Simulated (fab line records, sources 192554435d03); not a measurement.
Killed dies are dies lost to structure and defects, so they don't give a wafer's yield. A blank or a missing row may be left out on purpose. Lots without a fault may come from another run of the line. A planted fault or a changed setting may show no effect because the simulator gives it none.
Split-lot experiment | flow n5_finfet | 7 lots, 21 wafers read, on a route of 1938 steps

THE SPLIT
At N5_PASSIVATION_DEVELOP_43 (develop time 60 s), the setting develop_time_s was moved away from the recipe's 60 s on 8 of the 21 wafers read, by -21.6% to +20.9%. The other wafers ran this setting at the recipe's value.

FROM THE SPLIT TO THE READING: what the file shows between them, 1 step
- N5_PASSIVATION_HARDBAKE_45: time 120 s

THE READING
cd_nm, in nm, at N5_PASSIVATION_CD_MEAS_44 (target cd 40000 nm). Fault-free wafers of this fab line usually give 40003 nm, standard deviation 3.9 nm.

wafer  | tool, chamber at the split | develop_time_s as run, s | against the recipe | cd_nm, nm | against lot-mates on the recipe
L079.1 | litho_track-04, 0          | 60                       | recipe             | 40008     | -
L079.2 | litho_track-04, 0          | 47.32                    | -21.1%             | 39990     | -15
L079.5 | litho_track-04, 0          | 60                       | recipe             | 40002     | -
L088.2 | litho_track-01, 0          | 67.92                    | +13.2%             | 40009     | +10
L088.4 | litho_track-01, 0          | 60                       | recipe             | 39999     | -
L088.6 | litho_track-01, 0          | 67.92                    | +13.2%             | 40006     | +7
L094.1 | litho_track-01, 0          | 72.54                    | +20.9%             | 40015     | +18
L094.4 | litho_track-01, 0          | 60                       | recipe             | 39997     | -
L094.6 | litho_track-01, 0          | 72.54                    | +20.9%             | 40010     | +13
L090.1 | litho_track-01, 0          | 47.05                    | -21.6%             | 39990     | -9
L090.3 | litho_track-01, 0          | 60                       | recipe             | 40000     | -
L090.5 | litho_track-01, 0          | 60                       | recipe             | 39998     | -
L096.1 | litho_track-04, 0          | 60                       | recipe             | 40005     | -
L096.3 | litho_track-04, 0          | 48.5                     | -19.2%             | 39997     | -8
L096.6 | litho_track-04, 0          | 60                       | recipe             | 40004     | -
L092.1 | litho_track-01, 0          | 60                       | recipe             | 40002     | -
L092.2 | litho_track-01, 0          | 55.48                    | -7.5%              | 40001     | -1
L092.3 | litho_track-01, 0          | 60                       | recipe             | 40002     | -
L095.1 | litho_track-02, 0          | 60                       | recipe             | 39999     | -
L095.2 | litho_track-02, 0          | 60                       | recipe             | 40002     | -
L095.6 | litho_track-02, 0          | 60                       | recipe             | 40000     | -

THE FIT
A straight line over all 21 wafers: cd_nm changes by +0.469 nm for each +1% of develop_time_s; r = +0.88; the points scatter about the line by 2.9 nm.
The same after taking each lot's own level away (the mean of its wafers on the recipe; 21 wafers): +0.6 nm for each +1%; r = +0.95; scatter 2.3 nm.
On that fit, the largest move of develop_time_s shifts the reading by 13 nm.
The lots' own levels span 39997.0 to 40005.0 nm, that is 2.1 times the standard deviation above.
So the lot-to-lot level changes the slope: the two fits differ.
Check: with one of the wafers moved furthest among these (-21.6%) left out of the fit, the line predicts -13.1 nm for it against its lot-mates. It came out at -9 nm against them.

OTHER SPLITS ON THESE WAFERS
These wafers also went through other splits before the reading. Each is held against what the fit with the lots' levels taken away leaves over:
other split on the same wafers        | wafers away from the commonest value | r with cd_nm (lot level and that fit taken away)
N5_BEOL_M14_DEVELOP_27 develop_time_s | 11                                   | +0.02
N5_MIM_TOP_LITHO_EXPOSE_05 dose_mj    | 9                                    | +0.03
N5_PASSIVATION_ETCH_15 bias_w         | 6                                    | +0.03

THE FILE'S OWN FIT
cd_nm changes by +0.56 nm for each +1% of develop_time_s, r = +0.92.
